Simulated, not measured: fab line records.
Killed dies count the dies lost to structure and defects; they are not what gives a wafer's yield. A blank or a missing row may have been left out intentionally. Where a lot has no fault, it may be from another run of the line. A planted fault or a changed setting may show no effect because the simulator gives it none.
fab line records ; flow n5Finfet
record lots=6; wafers=18; lastDay=18
route steps=1938 shown BEOL_M3@981 BEOL_M4@1111 PASSIVATION@1936
lots with no fault: from the same line, run without faults
startH: the number of hours between the record's first day and the start of the first shown wafer of the lot ; waitH: hours from the lot's prior step to this one ; " same as the row above ; L1.1+2: a single row standing in for several wafers ; - no value present, or no start provided ; * or withheld: withheld ; < > ~ a bound
route shown NAME@n: a module of which the file shows steps, and the number in the route of the first ; usual: mean/standard deviation taken from wafers without a fault ; same: alike in all rows ; chamber/n: place in a boat ; sites: the reading at each site ; _std_site: standard deviation of those values ; _edge_site: outer sites' mean less inner sites' ; radiusMm: how far each site lies from the wafer's centre ; mask NAME#n: copy n ; behind: the last tool/chamber to shape the wafer ; hold: why the lot went on hold/how many hours it stayed there/how the hold came to an end ; device: whichever transistor did not switch (one of n, p or np) ; end of line: tests run on the same wafers once the route is complete ; for a step that has no rows: nothing shown but its recipe ; killed: at the first sort, the dies lost to defects and structure; wafer yield is something else ; map: dies across one wafer; x = killed, . = not, _ = none there
set.NAME: the setting as run; set.NAME@STEP: as run at that earlier step ; model.NAME: the simulator's own value behind a step, which no gauge read
certain route steps with their lots: each step a table, each wafer a row
services: the hour from which a tool's chamber was out of use, counted from the record's first day as startH (under 0 if before that day), plus the number of hours and why
## steps
# step N5_BEOL_M3_ETCH_41
# recipe chemistry=CH3F/O2; target=SiCN; targetDepthA=299; taperDeg=2; timeS=52.5; ionEnergyEv=120; maskMaterial=TiN; pressureMtorr=30; sourceW=395; biasW=75; Ar_flow_sccm=150; CH3F_flow_sccm=30; O2_flow_sccm=20
# usual drypumpMotorCurrentA=5.7/0.54; oesProductAu=0.78/0.084; rfVppV=297.3/1.5; showerheadPlenumPTorr=2.01/0.056; throttleValvePct=16.33/0.24
lot.wafer;tool;chamber;startH;waitH;drypumpMotorCurrentA;oesProductAu;rfHoursCounterH;rfVppV;showerheadPlenumPTorr;throttleValvePct
L357.3;rieDiel-01;0;-;-;5.2;0.76;153;297.2;2.01;16.63
L357.4;rieDiel-01;1;-;-;4.8;0.70;196;299.9;2.06;16.27
L357.6;rieDiel-01;3;-;-;5.9;0.72;-;295.2;1.91;16.44
L362.1;rieDiel-03;2;-;-;6.6;0.67;245;297.0;1.98;16.65
L362.2;rieDiel-03;1;-;-;5.7;0.90;29;298.3;2.04;16.04
L362.5;rieDiel-03;3;-;-;5.4;0.70;-;297.3;2.06;16.55
L370.4;rieDiel-01;0;-;-;5.2;0.75;171;297.7;2.00;16.65
L370.5;rieDiel-01;0;-;-;5.2;0.74;-;297.8;2.00;16.65
L370.6;rieDiel-01;3;-;-;5.9;0.70;-;293.9;1.90;16.50
L373.2;rieDiel-06;2;-;-;5.0;0.86;60;296.1;1.95;15.89
L373.4;rieDiel-06;0;-;-;6.2;0.73;193;295.2;1.91;16.58
L373.5;rieDiel-06;3;-;-;5.7;0.77;-;297.9;2.09;16.30
L372.1;rieDiel-01;2;-;-;6.0;0.77;118;296.5;2.02;16.42
L372.2;rieDiel-01;3;-;-;5.9;0.71;218;296.1;1.90;16.50
L372.4;rieDiel-01;0;-;-;5.2;0.75;175;296.7;2.00;16.66
L375.2;rieDiel-03;2;-;-;6.6;0.91;16;295.5;1.97;16.23
L375.4;rieDiel-03;1;-;-;5.7;0.85;60;296.7;2.03;16.10
L375.5;rieDiel-03;3;-;-;5.4;0.67;-;299.3;2.05;16.62
# step N5_BEOL_M3_STRIP_97
# recipe chemistry=N2/H2; timeS=10; powerW=450; tempC=40; pressureMtorr=20; rfFrequencyHz=6e+07; biasPowerW=7; n2FlowSccm=200; h2FlowSccm=200
# step N5_BEOL_M3_OCD_MEAS_38
# usual trenchDepthNm=55.3/1.2
lot.wafer;tool;chamber;startH;waitH;trenchDepthNm
L357.3;ocd-02;-;179.73;-;56.6
L357.4;ocd-02;-;179.73;-;54.9
L357.6;ocd-02;-;179.73;-;53.4
L362.1;ocd-01;-;200.53;-;54.9
L362.2;ocd-01;-;200.53;-;55.1
L362.5;ocd-01;-;200.53;-;56.3
L370.4;ocd-02;-;261.81;-;57.8
L370.5;ocd-02;-;261.81;-;57.3
L370.6;ocd-02;-;261.81;-;53.3
L373.2;ocd-02;-;275.08;-;56.1
L373.4;ocd-02;-;275.08;-;53.8
L373.5;ocd-02;-;275.08;-;55.9
L372.1;ocd-01;-;278.24;-;56.1
L372.2;ocd-01;-;278.24;-;53.9
L372.4;ocd-01;-;278.24;-;56.4
L375.2;ocd-02;-;299.20;-;57.8
L375.4;ocd-02;-;299.20;-;55.4
L375.5;ocd-02;-;299.20;-;55.3
# step N5_BEOL_M3_HM_STRIP_39
# recipe chemistry=peroxideTinStrip; material=TiN; targetDepthA=250; tempC=50; timeS=158
# step N5_BEOL_M3_SRD_40
# recipe timeS=30; tempC=23; rinseLiquid=diw; dry=ipaMarangoni
# step N5_BEOL_M3_PRECLEAN_42
# recipe chemistry=residueRemover; timeS=60; tempC=40
# step N5_BEOL_M3_SRD_43
# recipe timeS=30; tempC=23; rinseLiquid=diw; dry=ipaMarangoni
# step N5_BEOL_M3_CD_MEAS_35
# recipe targetCdNm=18; targetCdYNm=21; polarity=opening
# usual cdNm=18.1/0.35
lot.wafer;tool;chamber;startH;waitH;cdNm
L357.3;cdSem-02;-;179.88;0.0;18.0
L357.4;cdSem-02;-;179.88;0.0;18.1
L357.6;cdSem-02;-;179.88;0.0;18.5
L362.1;cdSem-02;-;200.69;0.0;18.2
L362.2;cdSem-02;-;200.69;0.0;18.1
L362.5;cdSem-02;-;200.69;0.0;18.4
L370.4;cdSem-01;-;261.97;0.0;17.9
L370.5;cdSem-01;-;261.97;0.0;18.0
L370.6;cdSem-01;-;261.97;0.0;17.6
L373.2;cdSem-03;-;275.23;0.0;17.7
L373.4;cdSem-03;-;275.23;0.0;17.9
L373.5;cdSem-03;-;275.23;0.0;18.1
L372.1;cdSem-03;-;278.39;0.0;18.2
L372.2;cdSem-03;-;278.39;0.0;18.3
L372.4;cdSem-03;-;278.39;0.0;18.2
L375.2;cdSem-02;-;299.36;0.0;18.1
L375.4;cdSem-02;-;299.36;0.0;17.8
L375.5;cdSem-02;-;299.36;0.0;17.9
# step N5_BEOL_M3_DEGAS_44
# recipe ambient=vacuum; tempC=250; timeS=60
# step N5_BEOL_M3_PRE_CLEAN_45
# recipe gas=H2/He; timeS=30; tempC=250
# usual heaterPowerW=321/36; susceptorTempC=250.01/0.2
lot.wafer;tool;chamber;startH;waitH;heaterPowerW;susceptorTempC
L357.3;pvdSputter-03;-;180.01;0.0;364;249.98
L357.4;pvdSputter-03;-;180.01;0.0;295;250.10
L357.6;pvdSputter-03;-;180.01;0.0;316;249.84
L362.1;pvdSputter-01;-;201.43;0.0;343;250.20
L362.2;pvdSputter-01;-;201.43;0.0;278;249.97
L362.5;pvdSputter-01;-;201.43;0.0;274;249.77
L370.4;pvdSputter-02;-;262.38;0.0;326;249.95
L370.5;pvdSputter-02;-;262.38;0.0;319;249.85
L370.6;pvdSputter-02;-;262.38;0.0;325;249.94
L373.2;pvdSputter-02;-;275.67;0.0;320;249.97
L373.4;pvdSputter-02;-;275.67;0.0;322;250.19
L373.5;pvdSputter-02;-;275.67;0.0;323;250.03
L372.1;pvdSputter-01;-;278.87;0.0;280;250.10
L372.2;pvdSputter-01;-;278.87;0.0;274;250.02
L372.4;pvdSputter-01;-;278.87;0.0;343;249.92
L375.2;pvdSputter-01;-;299.70;0.0;277;250.20
L375.4;pvdSputter-01;-;299.70;0.0;341;249.67
L375.5;pvdSputter-01;-;299.70;0.0;278;250.34
# step N5_BEOL_M3_ALD_84
# recipe material=TaN; targetThkA=*; tempC=275; aldPrecursorFamily=PDMAT; aldCoReactant=NH3; pressureTorr=3; carrierFlowSccm=1500; pulseTimeS=2; purgeTimeS=3; coReactantPurgeTimeS=2; coReactantPulseTimeS=3; aldCycles=30; precursorVesselTempC=75; precursorVesselPressureTorr=26.25; precursorVesselCarrierSccm=1000
# step N5_BEOL_M3_SURFACE_TREAT_85
# recipe gas=Ar; timeS=*; ionEnergyEv=*; ionCurrentMaCm2=0.5; pressureMtorr=*; arFlowSccm=30
# usual throttleValvePct=*
lot.wafer;tool;chamber;startH;waitH;throttleValvePct
L357.3;pvdSputter-02;-;180.60;0.4;*
L357.4;pvdSputter-02;-;180.60;0.4;*
L357.6;pvdSputter-02;-;180.60;0.4;*
L362.1;pvdSputter-01;-;201.81;0.2;*
L362.2;pvdSputter-01;-;201.81;0.2;*
L362.5;pvdSputter-01;-;201.81;0.2;*
L370.4;pvdSputter-01;-;262.72;0.1;*
L370.5;pvdSputter-01;-;262.72;0.1;*
L370.6;pvdSputter-01;-;262.72;0.1;*
L373.2;pvdSputter-03;-;276.07;0.2;*
L373.4;pvdSputter-03;-;276.07;0.2;*
L373.5;pvdSputter-03;-;276.07;0.2;*
L372.1;pvdSputter-02;-;279.31;0.3;*
L372.2;pvdSputter-02;-;279.31;0.3;*
L372.4;pvdSputter-02;-;279.31;0.3;*
L375.2;pvdSputter-01;-;300.26;0.4;*
L375.4;pvdSputter-01;-;300.26;0.4;*
L375.5;pvdSputter-01;-;300.26;0.4;*
# step N5_BEOL_M3_CVD_47
# recipe material=Co; targetThkA=30; tempC=withheld; precursor=CCTBA/H2; pressureTorr=30; timeS=223.8
# usual chamberPressureTorr=30.00/0.061; runLengthS=246.6/0.49
lot.wafer;tool;chamber;startH;waitH;chamberPressureTorr;runLengthS
L357.3;cvdCo-02;0;180.66;0.0;29.96;246.8
L357.4;cvdCo-02;2;180.66;0.0;30.05;247.2
L357.6;cvdCo-02;0;180.66;0.0;29.94;246.7
L362.1;cvdCo-01;0;201.87;0.0;30.06;246.1
L362.2;cvdCo-01;2;201.87;0.0;30.01;246.2
L362.5;cvdCo-01;2;201.87;0.0;30.08;246.4
L370.4;cvdCo-02;2;263.08;0.3;-;-
L370.5;cvdCo-02;0;263.08;0.3;-;-
L370.6;cvdCo-02;1;263.08;0.3;-;-
L373.2;cvdCo-02;0;276.15;0.1;29.92;247.1
L373.4;cvdCo-02;1;276.15;0.1;29.88;246.9
L373.5;cvdCo-02;2;276.15;0.1;29.97;247.2
L372.1;cvdCo-02;1;279.37;0.0;-;-
L372.2;cvdCo-02;0;279.37;0.0;-;-
L372.4;cvdCo-02;1;279.37;0.0;-;-
L375.2;cvdCo-01;1;300.43;0.2;30.06;246.7
L375.4;cvdCo-01;0;300.43;0.2;29.95;246.1
L375.5;cvdCo-01;2;300.43;0.2;30.01;246.3
# step N5_BEOL_M3_SPUTTER_48
# recipe material=Cu; targetThkA=45; tempC=-20; chamberPressurePa=0.07; powerW=withheld; timeS=8.29
# step N5_BEOL_M3_ANNEAL_49
# recipe tempC=400; timeS=240; ambient=vacuum
# step N5_BEOL_M3_SPUTTER_79
# recipe material=Cu; targetThkA=45; tempC=-20; chamberPressurePa=0.07; powerW=withheld; timeS=8.29
# step N5_BEOL_M3_ANNEAL_80
# recipe tempC=400; timeS=240; ambient=vacuum
# step N5_BEOL_M3_SPUTTER_81
# recipe material=Cu; targetThkA=45; tempC=-20; chamberPressurePa=0.07; powerW=withheld; timeS=8.29
# step N5_BEOL_M3_ANNEAL_82
# recipe tempC=400; timeS=240; ambient=vacuum
# step N5_BEOL_M3_SPUTTER_86
# recipe material=Cu; targetThkA=45; tempC=-20; chamberPressurePa=0.07; powerW=withheld; timeS=8.29
# step N5_BEOL_M3_ANNEAL_87
# recipe tempC=400; timeS=240; ambient=vacuum
# step N5_BEOL_M3_SPUTTER_88
# recipe material=Cu; targetThkA=45; tempC=-20; chamberPressurePa=0.07; powerW=withheld; timeS=8.29
# step N5_BEOL_M3_ANNEAL_89
# recipe tempC=400; timeS=240; ambient=vacuum
# step N5_BEOL_M3_SPUTTER_90
# recipe material=Cu; targetThkA=45; tempC=-20; chamberPressurePa=0.07; powerW=withheld; timeS=8.29
# usual susceptorTempC=-20.01/0.12; throttleValvePct=30.1/0.78
lot.wafer;tool;chamber;startH;waitH;susceptorTempC;throttleValvePct
L357.3;pvdSputter-03;-;181.97;0.1;-19.92;29.3
L357.4;pvdSputter-03;-;181.97;0.1;-20.09;29.9
L357.6;pvdSputter-03;-;181.97;0.1;-19.88;28.8
L362.1;pvdSputter-01;-;203.16;0.1;-19.99;30.7
L362.2;pvdSputter-01;-;203.16;0.1;-19.93;29.1
L362.5;pvdSputter-01;-;203.16;0.1;-20.04;30.8
L370.4;pvdSputter-01;-;266.26;0.1;-20.04;29.2
L370.5;pvdSputter-01;-;266.26;0.1;-20.04;30.8
L370.6;pvdSputter-01;-;266.26;0.1;-20.06;30.7
L373.2;pvdSputter-03;-;277.41;0.1;-19.94;28.8
L373.4;pvdSputter-03;-;277.41;0.1;-20.20;30.0
L373.5;pvdSputter-03;-;277.41;0.1;-19.85;29.6
L372.1;pvdSputter-02;-;280.63;0.1;-19.94;30.5
L372.2;pvdSputter-02;-;280.63;0.1;-20.01;29.9
L372.4;pvdSputter-02;-;280.63;0.1;-20.00;29.9
L375.2;pvdSputter-03;-;301.83;0.1;-19.90;30.1
L375.4;pvdSputter-03;-;301.83;0.1;-19.83;28.9
L375.5;pvdSputter-03;-;301.83;0.1;-20.03;30.6
# step N5_BEOL_M3_ANNEAL_91
# recipe tempC=400; timeS=240; ambient=vacuum
# step N5_BEOL_M3_SPUTTER_92
# recipe material=Cu; targetThkA=45; tempC=-20; chamberPressurePa=0.07; powerW=withheld; timeS=8.29
# step N5_BEOL_M3_ANNEAL_93
# recipe tempC=400; timeS=240; ambient=vacuum
# step N5_BEOL_M3_SPUTTER_94
# recipe material=Cu; targetThkA=45; tempC=-20; chamberPressurePa=0.07; powerW=withheld; timeS=8.29
# step N5_BEOL_M3_ANNEAL_95
# recipe tempC=400; timeS=240; ambient=vacuum
# usual heaterPowerW=827/84; susceptorTempC=399.97/0.21
lot.wafer;tool;chamber;startH;waitH;heaterPowerW;susceptorTempC
L357.3;pvdSputter-03;-;182.49;0.0;941;399.97
L357.4;pvdSputter-03;-;182.49;0.0;769;400.23
L357.6;pvdSputter-03;-;182.49;0.0;885;400.17
L362.1;pvdSputter-01;-;203.68;0.0;870;400.18
L362.2;pvdSputter-01;-;203.68;0.0;845;400.20
L362.5;pvdSputter-01;-;203.68;0.0;869;400.01
L370.4;pvdSputter-01;-;266.84;0.0;870;399.35
L370.5;pvdSputter-01;-;266.84;0.0;690;400.02
L370.6;pvdSputter-01;-;266.84;0.0;871;399.90
L373.2;pvdSputter-03;-;277.93;0.0;882;400.01
L373.4;pvdSputter-03;-;277.93;0.0;781;399.80
L373.5;pvdSputter-03;-;277.93;0.0;774;399.99
L372.1;pvdSputter-02;-;281.15;0.0;805;400.32
L372.2;pvdSputter-02;-;281.15;0.0;962;400.04
L372.4;pvdSputter-02;-;281.15;0.0;819;399.92
L375.2;pvdSputter-03;-;302.35;0.0;780;399.87
L375.4;pvdSputter-03;-;302.35;0.0;867;399.84
L375.5;pvdSputter-03;-;302.35;0.0;748;400.02
# step N5_BEOL_M3_SPUTTER_96
# recipe material=Cu; targetThkA=45; tempC=-20; chamberPressurePa=0.07; powerW=withheld; timeS=8.29
# step N5_BEOL_M3_ECD_50
# recipe material=Cu; targetThkA=3000
# step N5_BEOL_M3_ANNEAL_51
# recipe tempC=225; timeS=90; ambient=N2
# step N5_BEOL_M3_CMP_52
# recipe stopOn=SiOC; tOverpolishS=6.8; downForcePsi=1; platenRpm=50; clearingPlatenDownForcePsi=1.5; clearingPlatenRpm=50; postCmpClean=cuAlkaline; targetThkNm=40; clearingPlatenPadVelocityMS=0.99484; padVelocityMS=0.99484
# usual barrierFieldEndpointS=24.8/0.69; clearingPlatenDownForcePsi=1.5003/0.0028; edgeZonePressureFrac=1.000/0.005; motorCurrentA=6.2/0.51
lot.wafer;tool;chamber;startH;waitH;barrierFieldEndpointS;clearingPlatenDownForcePsi;edgeZonePressureFrac;motorCurrentA;model.Cu_of_BEOL_M3_ECD_50.thkNm
L357.3;cmp-01;1;183.16;0.2;25.4;1.4998;1.007;5.5;39.2
L357.4;cmp-01;2;183.16;0.2;24.7;1.5058;0.996;6.2;38
L357.6;cmp-01;0;183.16;0.2;25.2;1.4983;0.994;6.7;38
L362.1;cmp-03;3;204.32;0.3;24.3;1.5023;1.005;6.6;40
L362.2;cmp-03;2;204.32;0.3;25.0;1.5005;1.000;7.1;39
L362.5;cmp-03;3;204.32;0.3;26.0;1.4974;1.004;6.2;40.4
L370.4;cmp-04;0;267.92;0.4;21.7;1.5033;0.997;5.5;44.6
L370.5;cmp-04;2;267.92;0.4;20.8;1.4988;1.001;6.4;44.4
L370.6;cmp-04;3;267.92;0.4;21.6;1.4993;0.995;6.6;42.8
L373.2;cmp-01;0;278.60;0.2;23.6;1.5021;0.994;6.5;37
L373.4;cmp-01;1;278.60;0.2;24.8;1.4963;0.995;5.2;39.8
L373.5;cmp-01;0;278.60;0.2;24.6;1.5058;0.989;6.3;38.2
L372.2;cmp-04;3;281.82;0.2;20.8;1.4947;1.001;6.3;42
L372.4;cmp-04;0;281.82;0.2;22.1;1.5034;0.995;5.7;45.2
L372.1;cmp-04;1;281.82;0.2;21.3;1.5015;0.999;6.1;44.4
L375.2;cmp-03;2;302.98;0.2;24.4;1.5008;0.998;6.8;42.8
L375.4;cmp-03;0;302.98;0.2;25.7;1.5026;0.989;6.2;43.2
L375.5;cmp-03;2;302.98;0.2;25.7;1.4968;1.007;6.9;40.6
# step N5_BEOL_M4_RC_MEAS_101
# usual DIBL_N=36.2/1.6; DIBL_P=36.5/1.9; IOFF_N=0.158/0.027; IOFF_P=0.21/0.038; ION_N=675/12; ION_P=464/8.9; SS_N=71.5/0.61; SS_P=73.4/0.59; VT_N=250.4/3; VT_P=-250/3.6
lot.wafer;tool;chamber;startH;waitH;DIBL_N[mV/V];DIBL_P[mV/V];IOFF_N[nA/um];IOFF_P[nA/um];ION_N[uA/um];ION_P[uA/um];SS_N[mV/dec];SS_P[mV/dec];VT_N[mV];VT_P[mV]
L357.3;prober-02;0;193.09;0.3;39.2;39.1;0.198;0.24;683;466;71.0;74.4;244.1;-250
L357.4;prober-02;0;193.09;0.3;39.0;38.3;0.187;0.23;687;465;71.6;74.2;248.7;-252
L357.6;prober-02;0;193.09;0.3;37.2;36.7;0.147;0.21;673;463;71.1;73.5;250.7;-251
L362.1;prober-01;0;217.14;0.0;35.5;36.4;0.158;0.21;680;466;71.2;73.9;246.9;-249
L362.2;prober-01;0;217.14;0.0;35.6;35.0;0.150;0.19;670;462;71.5;73.3;250.5;-250
L362.5;prober-01;0;217.14;0.0;34.7;35.9;0.143;0.20;681;469;71.5;73.5;249.4;-252
L373.2;prober-02;0;302.73;0.2;36.4;36.0;0.164;0.18;670;446;71.3;72.3;248.3;-250
L373.4;prober-02;0;302.73;0.2;36.4;36.8;0.172;0.21;681;463;71.4;72.8;247.4;-251
L373.5;prober-02;0;302.73;0.2;35.2;35.0;0.146;0.17;661;454;71.2;72.1;250.7;-253
L375.2;prober-01;0;313.16;0.2;37.9;38.1;0.188;0.26;677;468;72.0;73.1;250.6;-247
L375.4;prober-01;0;313.16;0.2;38.5;39.4;0.212;0.30;686;477;72.1;74.5;246.6;-245
L375.5;prober-01;0;313.16;0.2;36.0;36.8;0.159;0.24;672;469;71.3;73.4;250.9;-247
# step N5_PASSIVATION_PROBE_49
# usual defectLimitedYield=91.3/1.7; killed_at_M0_to_M3=33/11; killed_at_M4_up=14/5.5; killedAtContacts=13/6.5; killedAtFrontEnd=39/13; killedAtOther=3.4/2.9; killedDies=103/20; killedOnRim=14/4.3; killedOpen=69/15; killedShort=32/8.1; sort_bin_5_function=5.1/1.1; sort_bin_6_memory=3.3/0.74; sortNPass=1077/20; sortYieldPct=91.3/1.7
# same grossDies=1180; killedAtBackSide=0; sort_bin_4_leakage[%]=0; sort_bin_8_speed[%]=0
lot.wafer;tool;chamber;startH;waitH;defectLimitedYield[%];killed_at_M0_to_M3;killed_at_M4_up;killedAtContacts;killedAtFrontEnd;killedAtOther;killedDies;killedOnRim;killedOpen;killedShort;sort_bin_5_function[%];sort_bin_6_memory[%];sortNPass;sortYieldPct[%]
L370.4;prober-02;-;393.93;0.2;0;1123;18;17;20;2;1180;152;60;21;88.9;11.1;0;0
L370.5;prober-02;-;393.98;0.2;0;1118;17;12;29;4;1180;152;66;26;90.4;9.4;0;0
L370.6;prober-02;-;394.03;0.3;0;1136;10;16;16;2;1180;152;53;30;90.3;9.3;0;0
L372.1;prober-02;-;423.87;0.4;0;1129;19;8;22;2;1180;152;50;25;89.7;10.3;0;0
L372.2;prober-02;-;423.92;0.4;0;1120;16;9;32;3;1180;152;55;29;89.8;10.1;0;0
L372.4;prober-02;-;424.02;0.5;0;1113;22;10;33;2;1180;152;62;26;88.6;11.0;0;0
# killed by level:class
L370.4 BEOL_M3:areaCvd=831 BEOL_M3:interfaceVoidOpened=266 MOL_CONTACT_COAG:geometricParticle:open=12 BEOL_M4:geometricParticle:open=12 STI_FIN_REVEAL:geometricParticle:open=7 BEOL_M3:geometricParticle:open=6 BEOL_M1:geometricParticle:open=5 MOL_CONTACT_COAG:geometricParticle:short=5
L370.5 BEOL_M3:areaCvd=828 BEOL_M3:interfaceVoidOpened=259 BEOL_M2:geometricParticle:open=16 MOL_CONTACT_COAG:geometricParticle:open=10 BEOL_M4:geometricParticle:open=9 FIN_SAQP:geometricParticle:open=7 BEOL_M2:geometricParticle:short=5 STI_FIN_REVEAL:geometricParticle:open=4
L370.6 BEOL_M3:areaCvd=842 BEOL_M3:interfaceVoidOpened=254 MOL_CONTACT_COAG:geometricParticle:open=12 BEOL_M2:geometricParticle:open=9 BEOL_M0_SAQP:geometricParticle:short=8 FIN_SAQP:geometricParticle:short=6 BEOL_M0_SAQP:geometricParticle:open=6 BEOL_M1:geometricParticle:open=5
L372.1 BEOL_M3:areaCvd=857 BEOL_M3:interfaceVoidOpened=248 BEOL_M0_SAQP:geometricParticle:open=8 BEOL_M0_SAQP:geometricParticle:short=8 BEOL_M4:geometricParticle:open=8 MOL_CONTACT_COAG:geometricParticle:open=7 FIN_SAQP:geometricParticle:open=5 FIN_SAQP:geometricParticle:short=4
L372.2 BEOL_M3:areaCvd=850 BEOL_M3:interfaceVoidOpened=246 BEOL_M1:geometricParticle:open=11 FIN_SAQP:geometricParticle:open=8 BEOL_M4:geometricParticle:open=8 FIN_SAQP:geometricParticle:short=6 MOL_CONTACT_COAG:geometricParticle:open=5 STI_FIN_REVEAL:geometricParticle:open=4
L372.4 BEOL_M3:areaCvd=858 BEOL_M3:interfaceVoidOpened=234 FIN_SAQP:geometricParticle:open=10 MOL_CONTACT_COAG:geometricParticle:open=7 BEOL_M4:geometricParticle:open=7 BEOL_M0_SAQP:geometricParticle:open=6 BEOL_M1:geometricParticle:open=6 GATE_CUT:geometricParticle:open=5
# map L370.4 (x killed, . not)
_________________xxxxxxxxxxxx________________
______________xxxxxxxxxxxxxxxxxx_____________
___________xxxxxxxxxxxxxxxxxxxxxxxx__________
__________xxxxxxxxxxxxxxxxxxxxxxxxxx_________
________xxxxxxxxxxxxxxxxxxxxxxxxxxxxxx_______
_______xxxxxxxxxxxxxxxxxxxxxxxxxxxxxxxx______
______xxxxxxxxxxxxxxxxxxxxxxxxxxxxxxxxxx_____
_____xxxxxxxxxxxxxxxxxxxxxxxxxxxxxxxxxxxx____
____xxxxxxxxxxxxxxxxxxxxxxxxxxxxxxxxxxxxxx___
___xxxxxxxxxxxxxxxxxxxxxxxxxxxxxxxxxxxxxxxx__
___xxxxxxxxxxxxxxxxxxxxxxxxxxxxxxxxxxxxxxxx__
__xxxxxxxxxxxxxxxxxxxxxxxxxxxxxxxxxxxxxxxxxx_
__xxxxxxxxxxxxxxxxxxxxxxxxxxxxxxxxxxxxxxxxxx_
_xxxxxxxxxxxxxxxxxxxxxxxxxxxxxxxxxxxxxxxxxxxx
_xxxxxxxxxxxxxxxxxxxxxxxxxxxxxxxxxxxxxxxxxxxx
_xxxxxxxxxxxxxxxxxxxxxxxxxxxxxxxxxxxxxxxxxxxx
_xxxxxxxxxxxxxxxxxxxxxxxxxxxxxxxxxxxxxxxxxxxx
_xxxxxxxxxxxxxxxxxxxxxxxxxxxxxxxxxxxxxxxxxxxx
_xxxxxxxxxxxxxxxxxxxxxxxxxxxxxxxxxxxxxxxxxxxx
_xxxxxxxxxxxxxxxxxxxxxxxxxxxxxxxxxxxxxxxxxxxx
_xxxxxxxxxxxxxxxxxxxxxxxxxxxxxxxxxxxxxxxxxxxx
__xxxxxxxxxxxxxxxxxxxxxxxxxxxxxxxxxxxxxxxxxx_
__xxxxxxxxxxxxxxxxxxxxxxxxxxxxxxxxxxxxxxxxxx_
___xxxxxxxxxxxxxxxxxxxxxxxxxxxxxxxxxxxxxxxx__
___xxxxxxxxxxxxxxxxxxxxxxxxxxxxxxxxxxxxxxxx__
____xxxxxxxxxxxxxxxxxxxxxxxxxxxxxxxxxxxxxx___
_____xxxxxxxxxxxxxxxxxxxxxxxxxxxxxxxxxxxx____
______xxxxxxxxxxxxxxxxxxxxxxxxxxxxxxxxxx_____
_______xxxxxxxxxxxxxxxxxxxxxxxxxxxxxxxx______
________xxxxxxxxxxxxxxxxxxxxxxxxxxxxxx_______
__________xxxxxxxxxxxxxxxxxxxxxxxxxx_________
___________xxxxxxxxxxxxxxxxxxxxxxxx__________
______________xxxxxxxxxxxxxxxxxx_____________
_________________xxxxxxxxxxxx________________
# map L372.1 (x killed, . not)
_________________xxxxxxxxxxxx________________
______________xxxxxxxxxxxxxxxxxx_____________
___________xxxxxxxxxxxxxxxxxxxxxxxx__________
__________xxxxxxxxxxxxxxxxxxxxxxxxxx_________
________xxxxxxxxxxxxxxxxxxxxxxxxxxxxxx_______
_______xxxxxxxxxxxxxxxxxxxxxxxxxxxxxxxx______
______xxxxxxxxxxxxxxxxxxxxxxxxxxxxxxxxxx_____
_____xxxxxxxxxxxxxxxxxxxxxxxxxxxxxxxxxxxx____
____xxxxxxxxxxxxxxxxxxxxxxxxxxxxxxxxxxxxxx___
___xxxxxxxxxxxxxxxxxxxxxxxxxxxxxxxxxxxxxxxx__
___xxxxxxxxxxxxxxxxxxxxxxxxxxxxxxxxxxxxxxxx__
__xxxxxxxxxxxxxxxxxxxxxxxxxxxxxxxxxxxxxxxxxx_
__xxxxxxxxxxxxxxxxxxxxxxxxxxxxxxxxxxxxxxxxxx_
_xxxxxxxxxxxxxxxxxxxxxxxxxxxxxxxxxxxxxxxxxxxx
_xxxxxxxxxxxxxxxxxxxxxxxxxxxxxxxxxxxxxxxxxxxx
_xxxxxxxxxxxxxxxxxxxxxxxxxxxxxxxxxxxxxxxxxxxx
_xxxxxxxxxxxxxxxxxxxxxxxxxxxxxxxxxxxxxxxxxxxx
_xxxxxxxxxxxxxxxxxxxxxxxxxxxxxxxxxxxxxxxxxxxx
_xxxxxxxxxxxxxxxxxxxxxxxxxxxxxxxxxxxxxxxxxxxx
_xxxxxxxxxxxxxxxxxxxxxxxxxxxxxxxxxxxxxxxxxxxx
_xxxxxxxxxxxxxxxxxxxxxxxxxxxxxxxxxxxxxxxxxxxx
__xxxxxxxxxxxxxxxxxxxxxxxxxxxxxxxxxxxxxxxxxx_
__xxxxxxxxxxxxxxxxxxxxxxxxxxxxxxxxxxxxxxxxxx_
___xxxxxxxxxxxxxxxxxxxxxxxxxxxxxxxxxxxxxxxx__
___xxxxxxxxxxxxxxxxxxxxxxxxxxxxxxxxxxxxxxxx__
____xxxxxxxxxxxxxxxxxxxxxxxxxxxxxxxxxxxxxx___
_____xxxxxxxxxxxxxxxxxxxxxxxxxxxxxxxxxxxx____
______xxxxxxxxxxxxxxxxxxxxxxxxxxxxxxxxxx_____
_______xxxxxxxxxxxxxxxxxxxxxxxxxxxxxxxx______
________xxxxxxxxxxxxxxxxxxxxxxxxxxxxxx_______
__________xxxxxxxxxxxxxxxxxxxxxxxxxx_________
___________xxxxxxxxxxxxxxxxxxxxxxxx__________
______________xxxxxxxxxxxxxxxxxx_____________
_________________xxxxxxxxxxxx________________
## services
tool;chamber;startH;hours;kind
cmp-04;-;160.14;5.4;pm
rieDiel-06;0;160.21;2.8;repair
cmp-01;-;174.40;0.5;repair
rieDiel-03;0;178.59;-;clean
rieDiel-03;0;178.59;-;consumableReplace:focusRing
rieDiel-03;0;178.59;26.3;scheduledDown
rieDiel-03;0;178.59;26.3;ventCycle
cvdCo-02;-;194.42;2.5;repair
cmp-01;-;194.96;4.0;pm
rieDiel-06;0;213.00;3.4;repair
rieDiel-03;2;217.30;-;clean
cmp-03;-;218.16;5.0;pm
rieDiel-01;1;226.18;3.6;repair
cmp-03;-;229.65;4.0;pm
cvdCo-02;-;238.92;2.8;pm
cmp-01;-;239.72;3.3;repair
rieDiel-01;0;241.59;12.8;repair
cvdCo-01;-;246.00;2.8;pm
cmp-04;-;251.10;1.2;repair
cmp-04;-;254.99;2.5;repair
cmp-01;-;258.12;0.5;repair
rieDiel-03;2;266.47;4.2;repair
rieDiel-06;1;290.13;8.6;repair
rieDiel-01;-;294.76;1.2;repair
## key
firstSign step=N5_BEOL_M3_CVD_47; reading=toolRecord; direction=missing
effect step=N5_BEOL_M3_CMP_52; reading=barrierFieldEndpointS; direction=down; sigmas=4.9; usual=24.8; struck=21.4
effect step=N5_PASSIVATION_PROBE_49; reading=killed_at_M0_to_M3; direction=up; sigmas=99+; usual=33; struck=1123
modelEffect step=N5_BEOL_M3_CMP_52; value=Cu_of_BEOL_M3_ECD_50.thkNm; without=40.9; struck=43.9
moreKillsBornAt N5_BEOL_M3_CVD_47@cvdCo-02=5064
metAt N5_BEOL_M3_CVD_47
struckWafers L370.4,L370.5,L370.6,L372.1,L372.2,L372.4
laterRowsLeftOut L370.4,L370.5,L370.6,L372.1,L372.2,L372.4
onsetBetween 180.66 263.08
fault kind=skippedStepWhole; tool=cvdCo-02; chamber=-; onsetH=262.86; steps=N5_BEOL_M3_CVD_47; scope=struckLotsOnly
# laterRowsLeftOut: the simulator's readings of these wafers behind a module that went badly wrong aren't trusted and aren't shown, but for the sort
